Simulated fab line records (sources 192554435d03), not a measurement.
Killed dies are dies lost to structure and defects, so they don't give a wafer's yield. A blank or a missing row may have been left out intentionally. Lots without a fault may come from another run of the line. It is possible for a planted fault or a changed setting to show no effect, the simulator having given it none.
3 desks, one fault	flow n5 finfet	each desk holds nothing but its own numbers, with what lay behind them at the end
Where a reading is given only as a bound, like >300, the bound stands for it, and a mean or a difference that rests on one is marked > or <: the true number lies beyond.

METROLOGY DESK
What the gauges read for every lot (on any tool): the sampled wafers with a number, averaged. A lot is out of limits, marked OUT, if its mean lies more than 4 standard deviations from the usual mean; the brackets give that distance. 7 of its 10 readings are shown, namely those furthest out on some lot.
Columns: A = DIBL_N at N5_BEOL_M4_RC_MEAS_101, usual 36.5 mV/V; B = DIBL_P at N5_BEOL_M4_RC_MEAS_101, usual 36.6 mV/V; C = IOFF_P at N5_BEOL_M4_RC_MEAS_101, usual 0.21 nA/um; D = SS_N at N5_BEOL_M4_RC_MEAS_101, usual 71.6 mV/dec; E = SS_P at N5_BEOL_M4_RC_MEAS_101, usual 73.5 mV/dec; F = VT_N at N5_BEOL_M4_RC_MEAS_101, usual 250 mV; G = VT_P at N5_BEOL_M4_RC_MEAS_101, usual -250 mV
lot	first seen here	A	B	C	D	E	F	G
L987	day 10 01:38	39.1	39.8	0.28	71.6	74.9	249	-247
L995	day 11 12:05	37.0	35.4	0.21	72.0	73.0	249	-249
L109	day 15 13:35	35.0	35.6	0.16	70.8	72.9	255	-255
Finding of this desk: none of the 3 lots has anything out of limits.

TOOL OWNER'S DESK, rie diel-03
The tool's own readings at N5_BEOL_M0_SAQP_ETCH_101 (etches SiNx in CH3F/O2, target depth 29.9 nm, time 42.7 s): means of the sampled wafers that have a number, for each lot that ran on this tool. A lot is out of limits, marked OUT, if its mean lies more than 4 standard deviations from the usual mean; the brackets give that distance.
Columns: A = drypump motor current A at N5_BEOL_M0_SAQP_ETCH_101, usual 5.6 A; B = oes product au at N5_BEOL_M0_SAQP_ETCH_101, usual 0.80 a.u.; C = rf vpp V at N5_BEOL_M0_SAQP_ETCH_101, usual 296 V; D = showerhead plenum p Torr at N5_BEOL_M0_SAQP_ETCH_101, usual 1.99 Torr; E = throttle valve pct at N5_BEOL_M0_SAQP_ETCH_101, usual 16.34 %
lot	first seen here	A	B	C	D	E
L995	day 7 22:07	6.0	0.78	301	2.03	16.35
L109	day 11 12:10	5.6	0.72	299	2.04	16.55
Finding of this desk: none of the 2 lots has anything out of limits.

THE DEFECT DESK
What the inspections along the route counted, lot by lot: means of the sampled wafers that have a number. A lot is out of limits, marked OUT, if its mean lies more than 4 standard deviations from the usual mean; the brackets give that distance.
Columns: A = raw defect count at N5_BEOL_M0_SAQP_INSPECT_42, usual 276; B = raw defect count at N5_BEOL_M0_CUTY_INSPECT_59, usual 1.9
lot	first seen here	A	B
L987	day 5 23:00	283	2.7
L995	day 8 00:16	202	2.3
L109	day 11 15:47	691 (+5.6) OUT	>100 (>+75) OUT
Finding of this desk: L109 out of limits; the first was L109 at day 11 15:47, on raw defect count at N5_BEOL_M0_SAQP_INSPECT_42. L987, L995: within limits.

BROUGHT TOGETHER
The defect desk could have raised an alarm at day 11 15:47, on L109.
At the metrology desk, nothing out of limits was observed.
The desk of the tool owner found nothing out of limits.
The metrology desk holds a record of L109, inside its limits.
On record at the tool owner's desk: L109, within its limits.
Of the lots named, all ran N5_BEOL_M0_SAQP_ETCH_101 on rie diel-03.

WHAT HAD BEEN PUT IN BY THE SIMULATOR
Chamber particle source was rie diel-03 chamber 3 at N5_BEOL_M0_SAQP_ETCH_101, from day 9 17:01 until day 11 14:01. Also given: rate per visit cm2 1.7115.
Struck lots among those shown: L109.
Hours from the fault's start to each desk's first reading out of limits: the defect desk, 47.
